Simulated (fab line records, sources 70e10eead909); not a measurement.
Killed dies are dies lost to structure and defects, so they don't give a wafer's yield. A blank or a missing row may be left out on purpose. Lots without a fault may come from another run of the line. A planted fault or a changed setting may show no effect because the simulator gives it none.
A struck lot beside a sound one | flow nand_harc | 40 steps out of a route of 1302
Sound: wafers L401.1, L401.2, L401.5. Struck: wafer L395.5. (L395.1, L395.6 of the same lot were not struck and are left out.) The cause comes at the end.
At each step with rows: each side's tool, then ch and its chambers, then its first start. Under that, the readings that differ: sound wafers | struck wafers | difference of the means | sigmas: that difference in standard deviations of wafers without a fault.
alike: readings whose means differ by less than 2 such deviations, and words and numbers that are the same on both sides. not compared: withheld readings, readings that some wafer has no value for, bounds like >300 that may hide the same value, and numbers for which the record gives no deviation and whose values overlap.
The two part at a step that has a row with sigmas, a row that says differs or no value, or rows on one side only. Numbers that don't overlap but have no deviation are shown without sigmas and don't part them. A reading that every wafer of one side lacks parts them only if that side has two wafers or more.

first, 1 step without rows for these wafers: NHARC_A_STAIRCASE_HARDBAKE_10 (time 140 s).
NHARC_A_STAIRCASE_DESCUM_11: chemistry O2, time 3 s.
  sound on rie_diel-05 ch 0,2,3, day 21 16:14; struck on rie_diel-05 ch 3, day 19 23:28
  alike: chamber_pressure_mTorr, drypump_motor_current_A, oes_product_au, rf_vpp_V, showerhead_plenum_p_Torr, throttle_valve_pct
  not compared: rf_hours_counter_h
then, 1 step without rows for these wafers: NHARC_A_STAIRCASE_TRIM_12 (chemistry O2, time 211.2 s).
NHARC_A_STAIRCASE_ETCH_13: etches the open film in C4F8/O2, target depth 100 nm, time 40.5 s.
  sound on rie_diel-05 ch 0,2; struck on rie_diel-05 ch 2
  alike: chamber_pressure_mTorr, oes_product_au, rf_vpp_V
  not compared: rf_hours_counter_h
then, 3 steps without rows for these wafers: NHARC_A_STAIRCASE_TRIM_14 (chemistry O2, time 211.2 s); NHARC_A_STAIRCASE_ETCH_15 (etches the open film in C4F8/O2, target depth 100 nm, time 40.5 s); NHARC_A_STAIRCASE_TRIM_16 (chemistry O2, time 211.2 s).
NHARC_A_STAIRCASE_ETCH_17: etches the open film in C4F8/O2, target depth 100 nm, time 40.5 s.
  sound on rie_diel-05 ch 0,2; struck on rie_diel-05 ch 0
  alike: chamber_pressure_mTorr, oes_product_au, rf_vpp_V
  not compared: rf_hours_counter_h
NHARC_A_STAIRCASE_TRIM_18: chemistry O2, time 211.2 s.
  sound on rie_diel-05 ch 2,3; struck on rie_diel-05 ch 2
  alike: chamber_pressure_mTorr, drypump_motor_current_A, oes_product_au, rf_vpp_V, showerhead_plenum_p_Torr, throttle_valve_pct
  not compared: rf_hours_counter_h
then, 2 steps without rows for these wafers: NHARC_A_STAIRCASE_ETCH_19 (etches the open film in C4F8/O2, target depth 100 nm, time 40.5 s); NHARC_A_STAIRCASE_TRIM_20 (chemistry O2, time 211.2 s).
NHARC_A_STAIRCASE_ETCH_21: etches the open film in C4F8/O2, target depth 100 nm, time 40.5 s.
  sound on rie_diel-03 ch 1,3, day 21 17:37; struck on rie_diel-05 ch 3, day 20 01:04
  reading               | sound             | struck | difference | sigmas
  oes_product_au (a.u.) | 0.957 0.968 0.969 | 0.931  | -0.034     | -2
  alike: chamber_pressure_mTorr, rf_vpp_V
  not compared: rf_hours_counter_h
then, 25 steps without rows for these wafers: NHARC_A_STAIRCASE_TRIM_22 (chemistry O2, time 211.2 s); NHARC_A_STAIRCASE_ETCH_23 (etches the open film in C4F8/O2, target depth 100 nm, time 40.5 s); NHARC_A_STAIRCASE_TRIM_24 (chemistry O2, time 211.2 s); NHARC_A_STAIRCASE_ETCH_25 (etches the open film in C4F8/O2, target depth 100 nm, time 40.5 s); NHARC_A_STAIRCASE_TRIM_26 (chemistry O2, time 211.2 s); NHARC_A_STAIRCASE_ETCH_27 (etches the open film in C4F8/O2, target depth 100 nm, time 40.5 s); NHARC_A_STAIRCASE_STRIP_175 (strips in O2); NHARC_A_STAIRCASE_STRIP_148 (strips in SPM, time 900 s); NHARC_A_STAIRCASE_PRECLEAN_149 (cleans in SC1); NHARC_A_STAIRCASE_SRD_150; NHARC_A_STAIRCASE_DEHYDRATE_176 (time 120 s); NHARC_A_STAIRCASE_HMDS_177 (time 30 s); NHARC_A_STAIRCASE_COAT_178; NHARC_A_STAIRCASE_SOFTBAKE_179 (time 170 s); NHARC_A_STAIRCASE_EBR_180; NHARC_A_STAIRCASE_EXPOSE_181 (exposes mask STAIR 2); NHARC_A_STAIRCASE_PEB_182 (peb time 130 s); NHARC_A_STAIRCASE_DEVELOP_183 (time 140 s); NHARC_A_STAIRCASE_HARDBAKE_185 (time 140 s); NHARC_A_STAIRCASE_DESCUM_186 (chemistry O2, time 3 s); NHARC_A_STAIRCASE_TRIM_187 (chemistry O2, time 211.2 s); NHARC_A_STAIRCASE_ETCH_188 (etches the open film in C4F8/O2, target depth 100 nm, time 40.5 s); NHARC_A_STAIRCASE_TRIM_189 (chemistry O2, time 211.2 s); NHARC_A_STAIRCASE_ETCH_190 (etches the open film in C4F8/O2, target depth 100 nm, time 40.5 s); NHARC_A_STAIRCASE_TRIM_191 (chemistry O2, time 211.2 s).
NHARC_A_STAIRCASE_ETCH_192: etches the open film in C4F8/O2, target depth 100 nm, time 40.5 s.
  sound on rie_diel-02 ch 1,2,3; struck on rie_diel-02 ch 1
  reading               | sound             | struck | difference | sigmas
  oes_product_au (a.u.) | 0.987 0.962 0.948 | 0.938  | -0.028     | -2
  alike: chamber_pressure_mTorr, rf_vpp_V
  not compared: rf_hours_counter_h
then, 1 step without rows for these wafers: NHARC_A_STAIRCASE_TRIM_193 (chemistry O2, time 211.2 s).
-- the record jumps here: 10 days lie between the struck wafers' starts before and after (it left off in module A_STAIRCASE and takes up again in module END, whose first step shown is number 1302 of the route) --
NHARC_END_SORT_01:
  the record has rows for the struck wafers here (prober-02 ch 0, day 29 20:14) and none for the sound ones

WHERE THEY PART
First at NHARC_A_STAIRCASE_ETCH_21; last, within this record, at NHARC_END_SORT_01.

WHY: what the simulator had put in
Chamber particle source: rie_diel-05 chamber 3, from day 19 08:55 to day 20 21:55, at NHARC_A_STAIRCASE_ETCH_21. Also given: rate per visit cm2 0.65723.
